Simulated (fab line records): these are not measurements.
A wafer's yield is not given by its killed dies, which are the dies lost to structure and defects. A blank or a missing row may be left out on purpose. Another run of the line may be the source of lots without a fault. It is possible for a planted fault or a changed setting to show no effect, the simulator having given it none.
fab line records	flow n5_finfet
[record] lots = 10	wafers = 28	last_day = 17
route steps=1938 shown BEOL_M8@1335 PASSIVATION@1936
lots that met no fault: taken from a fault-free run of the same line
start_h: start of the lot's first displayed wafer, in hours after the record's first day	wait_h: time in hours since the lot's previous step	" repeats the value in the row above	L1.1+2: a single row standing in for several wafers	- either no value or no given start	* or withheld: withheld	< > ~ a bound
route shown NAME@n: names a module that has steps shown in the file, with the first one's number in the route	usual: the fault-free wafers' mean and standard deviation	same: alike in all rows	chamber/n: place in a boat	sites: readings site by site	_std_site: the values' standard deviation	_edge_site: mean of outer sites minus mean of inner sites	radius_mm: for every site, how far away it sits from the centre of the wafer	mask NAME#n: copy n	behind: the tool/chamber that last shaped the wafer	hold: cause of the lot's hold/its duration in hours/its outcome	device: whichever transistor did not switch (one of n, p or np)	end of line: the route-end tests of the same wafers	a step without rows: its recipe alone	killed: the dies lost at the first sort to structure and to defects; this is not the yield of the wafer	map: the dies of a wafer, with x for killed, . for not killed, _ for no die there
set.NAME: the setting that was run; set.NAME@STEP: the one run at that earlier step	model.NAME: the simulator's own value behind a step, which no gauge read
steps of the route over a sample of lots; a table a step, a row a wafer
services: a tool's chamber out of use, with start hour (start_h, from the record's first day; less than 0 if before it), hours out, and reason
[[steps]]
[step N5_BEOL_M8_PECVD_70]
[recipe] material = SiO2	target_thk_a = 200	temp_c = 400	precursor = TEOS/O2	pressure_torr = 5.5	rf_w = 450	teos_flow_sccm = 53.8	gas = O2	flow_sccm = 3000	time_s = 22.7
[usual] heater_power_w = 667/84	rf_fwd_power_W = 445.3/1.5	showerhead_plenum_p_Torr = 8.78/0.093	throttle_valve_pct = 22.2/1.8
lot.wafer	tool	chamber	start_h	wait_h	heater_power_w	rf_fwd_power_W	showerhead_plenum_p_Torr	throttle_valve_pct
L171.1	pecvd-03	0	196.47	0.0	560	446.7	8.88	25.6
L171.3	"	1	"	"	649	448.8	8.65	20.4
L171.6	"	1	"	"	649	447.5	8.66	20.5
L178.2	pecvd-03	1	228.58	0.0	642	447.7	8.65	20.1
L178.3	"	2	"	"	614	445.1	8.69	20.8
L178.6	"	2	"	"	589	444.7	8.73	21.0
L177.3	pecvd-04	2	239.90	0.1	498	443.0	8.82	22.0
L177.4	"	1	"	"	679	446.1	8.83	22.3
L177.5	"	1	"	"	704	445.9	8.80	22.5
L179.3	pecvd-03	0	241.09	0.0	578	446.4	8.88	25.3
L179.5	"	1	"	"	717	444.9	8.68	20.6
L185.3	pecvd-03	0	271.44	0.0	478	445.7	8.87	25.8
L185.5	"	2	"	"	695	445.8	8.71	20.9
L189.1	pecvd-04	0	303.76	0.0	620	444.4	8.74	20.9
L189.2	"	2	"	"	599	443.4	8.79	22.4
L189.3	"	1	"	"	665	445.5	8.83	22.1
L191.1	pecvd-03	0	328.25	0.0	476	443.4	8.87	25.7
L191.4	"	2	"	"	675	445.8	8.69	20.7
L191.5	"	0	"	"	485	444.0	8.86	25.6
L194.3	pecvd-04	2	332.39	0.0	546	442.7	8.81	22.7
L194.4	"	0	"	"	715	443.0	8.72	21.5
L194.5	"	2	"	"	548	444.4	8.81	22.4
L193.2	pecvd-04	2	333.55	0.0	586	443.7	8.79	22.4
L193.4	"	0	"	"	611	443.2	8.71	21.1
L193.5	"	1	"	"	656	445.0	8.83	22.3
L192.2	pecvd-01	2	334.66	0.0	688	445.9	8.64	20.2
L192.5	"	2	"	"	677	445.9	8.67	20.7
L192.6	"	1	"	"	795	446.4	8.83	24.4
[step N5_BEOL_M8_ETCH_66]
[recipe] chemistry = N2/H2	target = SOC	target_depth_a = 800	overetch_a = 160	mask_material = SiARC	temp_c = 40	time_s = 120	ion_energy_ev = 200	pressure_mtorr = 30	source_w = 840	bias_w = 150	n2_flow_sccm = 200	h2_flow_sccm = 200
[usual] chamber_pressure_mTorr = 30.00/0.039	drypump_motor_current_A = 5.6/0.41	oes_product_au = 0.58/0.059	rf_fwd_power_W = 836.0/2.2	rf_vpp_V = 522.8/2.2	showerhead_plenum_p_Torr = 2.50/0.083	throttle_valve_pct = 17.9/0.32
lot.wafer	tool	chamber	start_h	wait_h	chamber_pressure_mTorr	drypump_motor_current_A	oes_product_au	rf_fwd_power_W	rf_hours_counter_h	rf_vpp_V	showerhead_plenum_p_Torr	throttle_valve_pct
L171.1	rie_diel-04	3	202.32	0.0	30.02	5.5	0.58	836.1	132	522.5	2.41	17.4
L171.3	"	0	"	"	29.98	6.1	0.54	834.4	223	525.3	2.63	17.9
L171.6	"	2	"	"	30.05	6.0	0.54	834.9	-	524.1	2.50	17.7
L178.2	rie_diel-02	2	231.15	0.0	30.00	4.8	0.57	831.7	198	526.5	2.64	17.9
L178.3	"	0	"	"	29.97	5.9	0.54	830.5	246	526.4	2.61	17.7
L178.6	"	2	"	"	29.96	4.8	0.56	834.5	-	526.6	2.64	17.8
L177.3	rie_diel-02	2	244.85	0.0	29.98	4.8	0.57	835.7	203	525.3	2.63	17.9
L177.4	"	2	"	"	30.01	4.8	0.56	837.4	-	526.0	2.63	17.9
L177.5	"	1	"	"	30.02	5.6	0.54	837.0	-	519.8	2.40	17.6
L179.3	rie_diel-06	2	245.26	0.0	29.97	5.5	0.56	835.0	201	523.6	2.55	18.3
L179.5	"	3	"	"	30.05	5.5	0.63	832.7	-	520.4	2.46	17.8
L185.3	rie_diel-02	1	280.11	0.0	29.96	5.6	0.53	834.5	239	519.8	2.39	17.7
L185.5	"	1	"	"	29.97	5.6	0.53	834.7	-	519.3	2.39	17.6
L189.1	rie_diel-02	1	306.62	0.0	30.02	5.7	0.52	833.1	247	519.8	2.39	17.7
L189.2	"	0	"	"	29.95	5.9	0.73	831.6	9	526.0	2.60	17.5
L189.3	"	3	"	"	29.96	5.2	0.61	836.3	96	521.3	2.48	18.2
L191.1	rie_diel-06	1	330.99	0.0	30.02	6.2	0.63	840.5	95	520.3	2.46	18.1
L191.4	"	3	"	"	30.00	5.5	0.61	837.8	120	521.7	2.45	17.8
L191.5	"	1	"	"	29.98	6.2	0.64	834.9	-	521.5	2.46	18.1
L194.3	rie_diel-04	1	334.51	0.0	29.98	5.1	0.54	836.2	211	519.7	2.43	18.5
L194.4	"	2	"	"	29.99	6.0	0.72	837.3	6	524.3	2.48	17.3
L194.5	"	3	"	"	30.01	5.5	0.56	839.8	-	521.1	2.39	17.5
L193.2	rie_diel-02	2	337.22	0.0	30.01	4.8	0.55	835.8	240	526.3	2.62	17.9
L193.4	"	1	"	"	30.00	5.6	0.76	838.3	1	528.6	2.71	17.3
L193.5	"	2	"	"	29.98	4.8	0.55	834.5	-	525.1	2.62	17.9
L192.2	rie_diel-04	0	337.38	0.0	29.99	6.1	0.72	838.9	13	525.4	2.61	17.6
L192.5	"	2	"	"	30.03	6.0	0.72	835.7	-	521.6	2.48	17.3
L192.6	"	1	"	"	29.95	5.1	0.54	835.3	-	521.2	2.43	18.5
[step N5_BEOL_M8_STRIP_36]
[recipe] chemistry = N2/H2	power_w = 450	temp_c = 40	pressure_mtorr = 20	rf_frequency_hz = 6e+07	overash_fraction = 0.3	bias_power_w = 7	h2_frac = 0.5	n2_flow_sccm = 200	h2_flow_sccm = 200
[usual] bias_power_w = 6.997/0.022	chamber_pressure_mTorr = 19.998/0.029	drypump_motor_current_A = 5.6/0.4	oes_product_au = 0.76/0.079	rf_vpp_V = 59.0/1.6	showerhead_plenum_p_Torr = 2.50/0.083	throttle_valve_pct = 23.7/0.51
lot.wafer	tool	chamber	start_h	wait_h	bias_power_w	chamber_pressure_mTorr	drypump_motor_current_A	oes_product_au	rf_hours_counter_h	rf_vpp_V	showerhead_plenum_p_Torr	throttle_valve_pct
L171.1	rie_diel-04	3	202.47	0.0	6.991	19.955	5.5	0.77	132	57.6	2.40	23.0
L171.3	"	0	"	"	7.029	19.970	6.1	0.72	223	59.0	2.62	23.7
L171.6	"	2	"	"	7.007	20.009	6.0	0.71	-	59.9	2.49	23.2
L178.2	rie_diel-02	2	231.31	0.0	6.984	20.026	4.8	0.73	198	60.6	2.63	23.6
L178.3	"	0	"	"	7.011	19.966	5.9	0.70	246	60.4	2.60	23.3
L178.6	"	2	"	"	6.972	19.984	4.8	0.72	-	60.5	2.63	23.6
L177.3	rie_diel-02	2	245.00	0.0	6.958	20.037	4.8	0.71	203	57.5	2.63	23.6
L177.4	"	2	"	"	6.986	20.010	4.8	0.73	-	59.2	2.63	23.6
L177.5	"	1	"	"	7.027	20.034	5.6	0.71	-	58.8	2.40	23.3
L179.3	rie_diel-06	2	245.41	0.0	6.964	20.041	5.5	0.74	201	58.9	2.55	24.4
L179.5	"	3	"	"	7.011	20.003	5.5	0.83	-	62.8	2.46	23.5
L185.3	rie_diel-02	1	280.27	0.0	7.009	19.989	5.6	0.70	239	59.0	2.39	23.2
L185.5	"	1	"	"	6.958	20.010	5.6	0.69	-	59.7	2.39	23.2
L189.1	rie_diel-02	1	306.77	0.0	6.995	20.031	5.7	0.69	247	60.3	2.39	23.3
L189.2	"	0	"	"	6.976	19.958	5.9	0.97	9	59.8	2.60	23.4
L189.3	"	3	"	"	6.971	20.037	5.2	0.79	96	59.5	2.48	24.2
L191.1	rie_diel-06	1	331.14	0.0	6.999	20.048	6.2	0.82	95	58.5	2.46	23.9
L191.4	"	3	"	"	7.006	19.980	5.5	0.78	120	58.3	2.44	23.6
L191.5	"	1	"	"	6.999	19.974	6.1	0.83	-	57.4	2.46	23.9
L194.3	rie_diel-04	1	334.66	0.0	6.975	20.063	5.2	0.71	211	56.5	2.42	24.6
L194.4	"	2	"	"	6.991	20.026	6.0	0.96	6	61.2	2.47	23.1
L194.5	"	3	"	"	6.966	19.990	5.5	0.72	-	58.5	2.39	23.0
L193.2	rie_diel-02	2	337.37	0.0	7.050	20.038	4.8	0.69	240	59.8	2.61	23.7
L193.4	"	1	"	"	7.003	20.057	5.7	1.00	1	60.5	2.70	23.1
L193.5	"	2	"	"	7.022	20.014	4.8	0.70	-	58.6	2.61	23.7
L192.2	rie_diel-04	0	337.54	0.0	7.021	20.002	6.1	0.92	13	60.6	2.61	23.5
L192.5	"	2	"	"	7.018	20.002	6.0	0.96	-	58.6	2.47	23.1
L192.6	"	1	"	"	6.991	20.010	5.2	0.71	-	60.8	2.42	24.6
[step N5_BEOL_M8_CMP_52]
[recipe] stop_on = SiCOH_lowk	t_overpolish_s = 6.9	down_force_psi = 1	platen_rpm = 50	clearing_platen_down_force_psi = 1.5	clearing_platen_rpm = 50	post_cmp_clean = cu_alkaline	target_thk_nm = 80	clearing_platen_pad_velocity_m_s = 0.99484	pad_velocity_m_s = 0.99484
[usual] barrier_field_endpoint_s = 29.2/0.76	motor_current_A = 6.0/0.39	overpolish_run_s = 6.899/0.0085	slurry_filter_dp_kPa = 13.49/0.15
lot.wafer	tool	chamber	start_h	wait_h	barrier_field_endpoint_s	motor_current_A	overpolish_run_s	slurry_filter_dp_kPa
L171.3	cmp-01	3	204.97	0.2	30.3	5.6	6.896	13.52
L171.1	"	0	"	"	29.6	5.7	6.901	13.65
L171.6	"	2	"	"	29.7	5.4	6.892	13.57
L178.2	cmp-03	0	234.23	0.2	28.0	5.9	6.901	13.45
L178.3	"	2	"	"	29.6	6.0	6.897	13.45
L178.6	"	0	"	"	29.1	6.0	6.888	13.28
L177.4	cmp-04	1	247.32	0.2	29.5	6.1	6.891	13.52
L177.3	"	2	"	"	28.4	6.1	6.899	13.52
L177.5	"	0	"	"	29.1	5.5	6.888	13.48
L179.3	cmp-03	0	248.27	0.4	46.8	6.3	0.039	13.40
L179.5	"	3	"	"	29.2	5.9	6.898	13.58
L185.3	cmp-04	2	282.52	0.2	46.8	5.9	0.033	13.75
L185.5	"	2	"	"	29.0	5.7	6.916	13.54
L189.2	cmp-04	1	310.11	0.3	29.3	6.0	6.906	13.38
L189.3	"	2	"	"	29.0	5.5	6.894	13.28
L189.1	"	3	"	"	29.3	6.3	6.899	13.48
L191.4	cmp-04	2	333.81	0.2	29.8	6.3	6.903	13.66
L191.1	"	3	"	"	30.4	6.6	6.909	13.41
L191.5	"	2	"	"	29.6	6.1	6.904	13.24
L194.3	cmp-03	2	338.54	0.2	28.2	6.0	6.903	13.49
L194.4	"	3	"	"	29.5	6.4	6.888	13.68
L194.5	"	1	"	"	28.3	6.4	6.910	13.42
L192.2	cmp-04	1	339.97	0.3	29.4	6.2	6.885	13.45
L192.5	"	3	"	"	31.2	6.4	6.904	13.46
L192.6	"	0	"	"	30.2	5.3	6.905	13.54
L193.4	cmp-03	1	340.11	0.2	28.6	6.4	6.898	13.77
L193.2	"	2	"	"	28.6	6.0	6.916	13.52
L193.5	"	1	"	"	28.4	6.7	6.890	13.59
[step N5_BEOL_M8_THK_MEAS_53]
[recipe] thk_meas_gauge = xrf	reads = Cu_of_BEOL_M8_ECD_50
[usual] M8_THK = 80.4/2.4
lot.wafer	tool	chamber	start_h	wait_h	M8_THK[nm]
L171.1	film_metro-01	-	205.23	-	85.0
L171.3	"	-	"	"	81.2
L171.6	"	-	"	"	79.7
L178.2	film_metro-01	-	234.49	-	79.6
L178.3	"	-	"	"	79.2
L178.6	"	-	"	"	78.4
L177.3	film_metro-02	-	247.58	-	79.8
L177.4	"	-	"	"	78.6
L177.5	"	-	"	"	79.4
L179.3	film_metro-01	-	248.49	-	77.9
L179.5	"	-	"	"	81.1
L185.3	film_metro-02	-	282.78	-	80.4
L185.5	"	-	"	"	79.5
L189.1	film_metro-01	-	310.37	-	79.5
L189.2	"	-	"	"	84.8
L189.3	"	-	"	"	82.6
L191.1	film_metro-01	-	334.07	-	83.3
L191.4	"	-	"	"	83.1
L191.5	"	-	"	"	83.1
L194.3	film_metro-01	-	338.80	-	80.5
L194.4	"	-	"	"	83.1
L194.5	"	-	"	"	80.6
L192.2	film_metro-02	-	340.19	-	81.0
L192.5	"	-	"	"	80.5
L192.6	"	-	"	"	77.6
L193.2	film_metro-01	-	340.37	-	80.5
L193.4	"	-	"	"	81.5
L193.5	"	-	"	"	79.8
[step N5_PASSIVATION_PROBE_49]
[usual] defect_limited_yield = 91.3/1.5	killed_at_M0_to_M3 = 35/8.7	killed_at_M4_up = 14/5.5	killed_at_contacts = 11/5.6	killed_at_front_end = 39/13	killed_at_other = 3.7/2.2	killed_dies = 103/18	killed_open = 69/14	killed_short = 33/7.8	sort_bin_5_function = 5.1/0.99	sort_bin_6_memory = 3.3/0.67	sort_bin_8_speed = 0.02/0.17	sort_n_pass = 1077/18	sort_yield_pct = 91.2/1.5
[same] gross_dies = 1180	killed_at_back_side = 0	sort_bin_4_leakage[%] = 0
lot.wafer	tool	chamber	start_h	wait_h	defect_limited_yield[%]	killed_at_M0_to_M3	killed_at_M4_up	killed_at_contacts	killed_at_front_end	killed_at_other	killed_dies	killed_open	killed_short	sort_bin_5_function[%]	sort_bin_6_memory[%]	sort_bin_8_speed[%]	sort_n_pass	sort_yield_pct[%]
L171.1	prober-02	-	267.61	0.0	91.4	41	14	16	25	5	101	63	34	5.4	3.0	0	1079	91.4
L171.3	prober-02	-	267.71	0.1	90.9	35	13	22	36	1	107	84	21	4.9	4.0	0.08	1073	90.9
L171.6	prober-02	-	267.86	0.3	89.5	53	14	14	39	4	124	89	30	6.0	3.7	0	1056	89.5
L178.3	prober-01	-	302.90	0.1	91.7	41	16	9	27	5	98	68	30	4.6	3.5	0	1082	91.7
L177.3	prober-02	-	313.95	0.1	90.3	47	10	6	49	2	114	79	35	6.1	3.3	0	1066	90.3
L177.4	prober-02	-	314.00	0.2	91.9	39	8	12	32	4	95	57	38	4.5	3.2	0	1085	91.9
L177.5	prober-02	-	314.05	0.2	92.4	47	12	2	21	8	90	60	30	4.6	2.9	0	1090	92.4
// killed by level:class
L171.1 BEOL_M0_SAQP:geometric_particle:short=15 MOL_CONTACT_COAG:geometric_particle:open=14 BEOL_M3:geometric_particle:open=10 BEOL_M4:geometric_particle:open=9 BEOL_M0_SAQP:geometric_particle:open=8 FIN_SAQP:geometric_particle:open=5 STI_FIN_REVEAL:geometric_particle:open=5 STARTING-WAFER:geometric_particle:short=4
L171.3 MOL_CONTACT_COAG:geometric_particle:open=22 STI_FIN_REVEAL:geometric_particle:open=14 BEOL_M0_SAQP:geometric_particle:open=11 BEOL_M2:geometric_particle:open=10 FIN_SAQP:geometric_particle:open=6 BEOL_M0_SAQP:geometric_particle:short=6 GATE_CUT:geometric_particle:open=3 BEOL_M5:geometric_particle:open=3
L171.6 BEOL_M2:geometric_particle:open=17 MOL_CONTACT_COAG:geometric_particle:open=13 STI_FIN_REVEAL:geometric_particle:open=11 BEOL_M0_SAQP:geometric_particle:open=11 BEOL_M0_SAQP:geometric_particle:short=9 BEOL_M4:geometric_particle:open=8 BEOL_M3:geometric_particle:open=7 FIN_SAQP:geometric_particle:open=5
L178.3 BEOL_M0_SAQP:geometric_particle:open=11 BEOL_M2:geometric_particle:open=8 BEOL_M4:geometric_particle:open=7 DUMMY_GATE:geometric_particle:open=6 MOL_CONTACT_COAG:geometric_particle:open=6 BEOL_M3:geometric_particle:open=6 FIN_SAQP:geometric_particle:open=5 GATE_CUT:geometric_particle:short=4
L177.3 BEOL_M1:geometric_particle:open=23 FIN_SAQP:geometric_particle:short=12 STI_FIN_REVEAL:geometric_particle:open=12 BEOL_M3:geometric_particle:open=8 FIN_SAQP:geometric_particle:open=7 MOL_CONTACT_COAG:geometric_particle:open=6 DUMMY_GATE:geometric_particle:open=5 GATE_CUT:geometric_particle:short=5
L177.4 BEOL_M0_SAQP:geometric_particle:short=10 MOL_CONTACT_COAG:geometric_particle:open=10 FIN_SAQP:geometric_particle:short=9 BEOL_M1:geometric_particle:open=8 FIN_SAQP:geometric_particle:open=6 BEOL_M0_SAQP:geometric_particle:open=5 BEOL_M1:geometric_particle:short=5 STI_FIN_REVEAL:geometric_particle:open=4
L177.5 BEOL_M1:geometric_particle:open=17 BEOL_M0_SAQP:geometric_particle:short=9 BEOL_M4:geometric_particle:open=9 BEOL_M3:geometric_particle:open=6 BEOL_M2:geometric_particle:open=4 PAD_METAL:geometric_particle:short=4 FIN_SAQP:geometric_particle:open=3 DUMMY_GATE:geometric_particle:open=3
[[services]]
tool	chamber	start_h	hours	kind
pecvd-03	-	174.60	0.8	pm
rie_diel-02	-	177.25	2.8	pm
pecvd-03	-	182.50	5.7	repair
cmp-04	-	184.25	1.1	repair
pecvd-04	1	186.97	5.1	repair
rie_diel-02	0	197.42	3.8	repair
cmp-04	-	198.19	22.5	repair
pecvd-03	2	209.27	11.5	repair
pecvd-03	1	212.26	4.4	repair
pecvd-04	-	216.52	1.1	repair
cmp-03	-	221.66	4.0	pm
pecvd-04	0	230.12	17.9	repair
cmp-04	-	231.92	0.6	repair
pecvd-03	1	244.59	14.5	repair
rie_diel-06	0	247.66	11.7	repair
cmp-03	-	248.75	2.2	repair
cmp-03	-	265.83	7.2	pm
cmp-04	-	271.38	4.0	pm
rie_diel-04	3	275.02	10.0	repair
cmp-03	-	278.20	0.8	repair
pecvd-03	0	305.82	12.4	repair
cmp-04	-	313.35	0.6	repair
pecvd-04	1	317.12	3.5	repair
pecvd-03	-	329.15	14.6	pm
[[key]]
[first_sign] step = N5_BEOL_M8_CMP_52	reading = overpolish_run_s	direction = down	sigmas = 99+	usual = 6.899	struck = 0.036
[effect] step = N5_BEOL_M8_CMP_52	reading = barrier_field_endpoint_s	direction = up	sigmas = 23	usual = 29.2	struck = 46.8
met_at N5_BEOL_M8_PECVD_70
struck_lots L179,L185
struck_wafers L179.3,L185.3
not_acting_at N5_BEOL_M8_ETCH_66,N5_BEOL_M8_STRIP_36,N5_BEOL_M8_THK_MEAS_53
onset_between 228.58 241.09
[fault] kind = process_parameter_drift	tool = pecvd-03	chamber = -	onset_h = 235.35	steps = N5_BEOL_M8_PECVD_70	channel = time_s	offset = *	shape = step	end_h = 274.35	scope = struck_wafers_only	acts_in = *	stated = *
